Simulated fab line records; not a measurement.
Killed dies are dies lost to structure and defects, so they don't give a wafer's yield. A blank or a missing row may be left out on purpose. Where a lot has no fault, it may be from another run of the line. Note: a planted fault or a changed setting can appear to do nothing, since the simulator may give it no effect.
What tool caused it? + flow nand-harc + 40 wafers from 14 lots sampled at 4 of the route's 1302 steps

## WHAT THE GAUGES SHOWED, per wafer
NHARC_P_BONDPAD_THK_MEAS_20: measures by xrf. Usual: thk-nm at 160.4 nm, with a standard deviation of 1.4.
| lot  | measured     | on            | thk-nm (nm)       | flag |
|------|--------------|---------------|-------------------|------|
| L912 | day 6 20:42  | film-metro-02 | 161.5 157.7 160.1 |      |
| L914 | day 7 10:38  | film-metro-01 | 161.1 161.1 161.6 |      |
| L915 | day 7 21:11  | film-metro-01 | 160.0 160.0 161.2 |      |
| L916 | day 8 15:17  | film-metro-02 | 157.7 162.0 162.4 |      |
| L917 | day 8 18:34  | film-metro-01 | 158.5 159.8 158.7 |      |
| L918 | day 9 06:23  | film-metro-01 | 160.1 160.1 157.2 |      |
| L919 | day 9 14:19  | film-metro-02 | 161.8 159.9 165.6 |      |
| L921 | day 10 06:05 | film-metro-01 | 161.9 160.6 161.7 |      |
| L925 | day 12 02:48 | film-metro-01 | 161.3             |      |
| L927 | day 12 17:32 | film-metro-02 | 159.9 161.9 158.5 |      |
| L926 | day 12 18:56 | film-metro-02 | 158.9 160.6 161.7 |      |
| L933 | day 15 08:04 | film-metro-01 | 160.3 161.4 158.7 |      |
| L932 | day 15 09:17 | film-metro-01 | 160.5 161.7 160.2 |      |
| L935 | day 16 08:55 | film-metro-01 | 162.8 161.3 160.3 |      |

NHARC_A_ONON_D1_THK_MEAS_24: measures by ellipsometry. Usual: thk-nm at 998 nm, with a standard deviation of 7.8.
| lot  | measured     | on            | thk-nm (nm)             | flag |
|------|--------------|---------------|-------------------------|------|
| L912 | day 8 08:47  | film-metro-02 | 1009 1012 1011          |      |
| L914 | day 8 23:56  | film-metro-02 | 996 997 998             |      |
| L915 | day 9 10:14  | film-metro-01 | 1004 1004 1005          |      |
| L916 | day 10 07:33 | film-metro-02 | 1000 1000 998           |      |
| L917 | day 10 07:32 | film-metro-01 | 993 994 991             |      |
| L918 | day 10 18:02 | film-metro-01 | 996 997 995             |      |
| L919 | day 11 01:18 | film-metro-01 | 998 999 999             |      |
| L921 | day 11 17:17 | film-metro-02 | 1006 1006 1005          |      |
| L925 | day 13 17:32 | film-metro-01 | 963 965                 | OFF  |
| L927 | day 14 07:13 | film-metro-02 | 983 982 983             |      |
| L926 | day 14 07:14 | film-metro-01 | 989 944 990 989 945 990 | OFF  |
| L933 | day 16 21:15 | film-metro-01 | 990 990 991             |      |
| L932 | day 16 21:17 | film-metro-01 | 988 986 987             |      |
| L935 | day 18 01:49 | film-metro-02 | 998 999 1000            |      |

## WHAT TOOL EACH LOT RAN ON (gives the tool, then ch and the chambers of the sampled wafers, and finally the start)
| lot  | NHARC_P_BONDPAD_PVD_27                  | NHARC_A_ONON_D1_DEP_22           |
|------|-----------------------------------------|----------------------------------|
| L912 | pvd-sputter-03, day 6 20:42 or earlier  | pecvd-onon-03 ch 0, day 8 08:17  |
| L914 | pvd-sputter-01, day 7 10:38 or earlier  | pecvd-onon-03 ch 0, day 8 23:29  |
| L915 | pvd-sputter-03, day 7 21:11 or earlier  | pecvd-onon-03 ch 0, day 9 09:43  |
| L916 | pvd-sputter-01, day 8 15:17 or earlier  | pecvd-onon-03 ch 0, day 10 07:13 |
| L917 | pvd-sputter-01, day 8 18:34 or earlier  | pecvd-onon-02 ch 0, day 10 07:05 |
| L918 | pvd-sputter-03, day 9 06:23 or earlier  | pecvd-onon-02 ch 0, day 10 17:31 |
| L919 | pvd-sputter-01, day 9 14:19 or earlier  | pecvd-onon-02 ch 0, day 11 00:48 |
| L921 | pvd-sputter-02, day 10 06:05 or earlier | pecvd-onon-03 ch 0, day 11 16:46 |
| L925 | pvd-sputter-01, day 12 02:48 or earlier | pecvd-onon-02 ch 0, day 13 17:19 |
| L927 | pvd-sputter-01, day 12 17:32 or earlier | pecvd-onon-01 ch 0, day 14 06:49 |
| L926 | pvd-sputter-03, day 12 18:56 or earlier | pecvd-onon-02 ch 0, day 14 06:43 |
| L933 | pvd-sputter-01, day 15 08:04 or earlier | pecvd-onon-03 ch 0, day 16 20:44 |
| L932 | pvd-sputter-02, day 15 09:17 or earlier | pecvd-onon-01 ch 0, day 16 20:46 |
| L935 | pvd-sputter-01, day 16 08:55 or earlier | pecvd-onon-02 ch 0, day 18 01:19 |
- NHARC_P_BONDPAD_PVD_27: deposits Cu, target thk 30 nm, time 20.49 s.
- NHARC_A_ONON_D1_DEP_22: target thk 1000 nm.

## AS READ BY THE TOOLS THEMSELVES (means over the sampled wafers that have a number; for cases with no such wafer, the mark the record gives instead)
NHARC_P_BONDPAD_PVD_27. Usual: throttle-valve-pct at 30.0 %, with a standard deviation of 1.2.
| lot  | tool           | throttle-valve-pct (%) | flag |
|------|----------------|------------------------|------|
| L912 | pvd-sputter-03 | 29.6                   |      |
| L914 | pvd-sputter-01 | 30.1                   |      |
| L915 | pvd-sputter-03 | 29.4                   |      |
| L916 | pvd-sputter-01 | 29.1                   |      |
| L917 | pvd-sputter-01 | 29.6                   |      |
| L918 | pvd-sputter-03 | 30.1                   |      |
| L919 | pvd-sputter-01 | 29.8                   |      |
| L921 | pvd-sputter-02 | 31.5                   |      |
| L925 | pvd-sputter-01 | 29.8                   |      |
| L927 | pvd-sputter-01 | 29.5                   |      |
| L926 | pvd-sputter-03 | 29.2                   |      |
| L933 | pvd-sputter-01 | 29.3                   |      |
| L932 | pvd-sputter-02 | 31.1                   |      |
| L935 | pvd-sputter-01 | 29.0                   |      |

## THE ANSWER, worked out from the rows above alone
Rule: a lot is off if the mean of its wafers that have a number lies more than 3 standard deviations from the usual mean. A lot without any number at a reading at which 4 lots or more have one is off too. Any other lot the step has rows for is counted as sound. The gauges are gone through in route order, then the tools' own readings, and for those a lot's mean is taken as printed above. At the first step where some lot is off, the reading lying furthest off is the one used; lots without a number count as furthest.
Off at NHARC_A_ONON_D1_THK_MEAS_24 (thk-nm): L925, L926.
A tool fits if, at a process step before that reading, it ran every lot that is off, and no sound lot after the first of them. The gauges at NHARC_A_ONON_D1_THK_MEAS_24 are tried like those tools. Because NHARC_P_BONDPAD_PVD_27 lacks a start for some lots, the hours and order of its lots are taken from NHARC_P_BONDPAD_THK_MEAS_20. Not one of the candidates tried fits.

## WHAT THE SIMULATOR HAD INSERTED
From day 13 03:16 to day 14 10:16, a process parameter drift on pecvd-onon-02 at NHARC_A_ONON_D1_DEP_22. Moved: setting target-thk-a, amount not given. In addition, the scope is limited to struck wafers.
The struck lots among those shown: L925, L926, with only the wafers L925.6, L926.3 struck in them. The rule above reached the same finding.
